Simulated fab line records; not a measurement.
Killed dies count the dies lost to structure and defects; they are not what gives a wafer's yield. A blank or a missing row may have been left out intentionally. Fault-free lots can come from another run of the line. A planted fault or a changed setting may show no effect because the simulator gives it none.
Lot-split experiment + flow n5_finfet + 21 wafers read from 7 lots, route of 1938 steps

== SPLIT DETAILS ==
At N5_MOL_CONTACT_COAG_PECVD_31 (deposits SiO2 from TEOS/O2, target thk 46 nm, time 8.9 s), the setting temp_c was moved away from the recipe's 400 C on 6 of the 21 wafers read, by -3.1% to +2.6%. This setting was run at the recipe's value on the other wafers.

== FROM THE SPLIT TO THE READING: what the file shows between them, 3 steps ==
- N5_MOL_CONTACT_COAG_ALD_131: deposits SiO2, target thk 5 nm, pulse time 1 s, co reactant pulse time 1 s (also split here: ald_cycles)
- N5_MOL_CONTACT_COAG_ETCHBACK_135: etches SiO2 in CHF3, target depth 25 nm, time 16.7 s (also split here: time_s)
- N5_MOL_CONTACT_COAG_STRIP_118: strips in CHF3

== THE READING ==
etch.depth_nm (the simulator's own value, which no gauge read), in nm, at N5_MOL_CONTACT_COAG_VIA_ETCH_46 (etches SiO2 in C4F6/O2, target depth 46 nm, overetch 9.2 nm, time 40 s). No usual value for it is given in the file. Here, 15 wafers ran the recipe; their average is 46.04 nm with a standard deviation of 0.55 nm.

| wafer  | tool, chamber at the split | temp_c as run, C | against the recipe | etch.depth_nm, nm | against lot-mates on the recipe |
|--------|----------------------------|------------------|--------------------|-------------------|---------------------------------|
| L075.1 | pecvd-04, 2                | 391.5            | -2.1%              | 46.77             | +0.74                           |
| L075.5 | pecvd-04, 1                | 400              | recipe             | 46.49             | -                               |
| L075.6 | pecvd-04, 2                | 400              | recipe             | 45.57             | -                               |
| L081.1 | pecvd-04, 1                | 389.7            | -2.6%              | 48.56             | +2.68                           |
| L081.5 | pecvd-04, 1                | 389.7            | -2.6%              | 49.98             | +4.10                           |
| L081.6 | pecvd-04, 2                | 400              | recipe             | 45.88             | -                               |
| L080.1 | pecvd-01, 0                | 400              | recipe             | 45.91             | -                               |
| L080.3 | pecvd-01, 2                | 400              | recipe             | 46.76             | -                               |
| L080.4 | pecvd-01, 0                | 400              | recipe             | 46.13             | -                               |
| L083.2 | pecvd-01, 0                | 410.5            | +2.6%              | 42.8              | -4.03                           |
| L083.3 | pecvd-01, 2                | 400              | recipe             | 46.83             | -                               |
| L083.5 | pecvd-01, 1                | 410.5            | +2.6%              | 43.67             | -3.16                           |
| L085.1 | pecvd-02, 2                | 387.7            | -3.1%              | 49.15             | +3.20                           |
| L085.3 | pecvd-02, 1                | 400              | recipe             | 45.46             | -                               |
| L085.6 | pecvd-02, 2                | 400              | recipe             | 46.44             | -                               |
| L088.1 | pecvd-01, 1                | 400              | recipe             | 45.04             | -                               |
| L088.2 | pecvd-01, 2                | 400              | recipe             | 45.85             | -                               |
| L088.3 | pecvd-01, 0                | 400              | recipe             | 45.22             | -                               |
| L097.1 | pecvd-01, 2                | 400              | recipe             | 45.96             | -                               |
| L097.5 | pecvd-01, 0                | 400              | recipe             | 46.22             | -                               |
| L097.6 | pecvd-01, 2                | 400              | recipe             | 46.87             | -                               |

THE FIT
A straight line over all 21 wafers: etch.depth_nm changes by -1.04 nm for each +1% of temp_c; r = -0.91; the points scatter about the line by 0.68 nm.
The same after taking each lot's own level away (the mean of its wafers on the recipe; 21 wafers): -1.18 nm for each +1%; r = -0.94; scatter 0.62 nm.
The reading moves by 3.6 nm for the largest change in temp_c, on that fit.
From 45.370 to 46.830 nm: that is the span of the lots' own levels, equal to 2.7 times the standard deviation above.
Thus the slope moves with the lot-to-lot level: the two fits are different.
Check: for one of the wafers moved furthest among these (-3.1%), held out of the fit, the line's prediction against its lot-mates is +3.61 nm. It came out at +3.2 nm against them.

== OTHER SPLITS ON THESE WAFERS ==
Before the reading, these wafers also passed through other splits. Each is held against what the fit with the lots' levels taken away leaves over:
| other split on the same wafers          | wafers away from the commonest value | r with etch.depth_nm (lot level and that fit taken away) |
|-----------------------------------------|--------------------------------------|----------------------------------------------------------|
| N5_HKMG_FIN_COAT_06 spin_rpm            | 6                                    | +0.43                                                    |
| N5_HKMG_FIN_EXPOSE_09 dose_mj           | 7                                    | -0.07                                                    |
| N5_GATE_CUT_DESCUM_18 time_s            | 5                                    | +0.35                                                    |
| N5_GATE_CUT_ETCH_36 cf4_flow_sccm       | 9                                    | -0.27                                                    |
| N5_MOL_CONTACT_COAG_ALD_27 time_s       | 8                                    | +0.04                                                    |
| N5_MOL_CONTACT_COAG_ALD_131 ald_cycles  | 8                                    | -0.17                                                    |
| N5_MOL_CONTACT_COAG_ETCHBACK_135 time_s | 10                                   | +0.02                                                    |

== THE WHOLE CHAIN: every reading that the file lists as answering this split, in the file's order ==
| step                            | what it does                                                           | reading                                                                                   | change (the file's fit)              | r (the file's) |
|---------------------------------|------------------------------------------------------------------------|-------------------------------------------------------------------------------------------|--------------------------------------|----------------|
| N5_MOL_CONTACT_COAG_PECVD_31    | deposits SiO2 from TEOS/O2, target thk 46 nm, time 8.9 s               | SiO2_of_MOL_CONTACT_COAG_PECVD_31.thk_nm (the simulator's own value, which no gauge read) | -1.1 nm for each +1% of the setting  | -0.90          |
| N5_MOL_CONTACT_COAG_VIA_ETCH_46 | etches SiO2 in C4F6/O2, target depth 46 nm, overetch 9.2 nm, time 40 s | etch.depth_nm (the simulator's own value, which no gauge read)                            | -1.08 nm for each +1% of the setting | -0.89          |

== THE FILE'S OWN FIT ==
etch.depth_nm changes by -1.08 nm for each +1% of temp_c, r = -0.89.
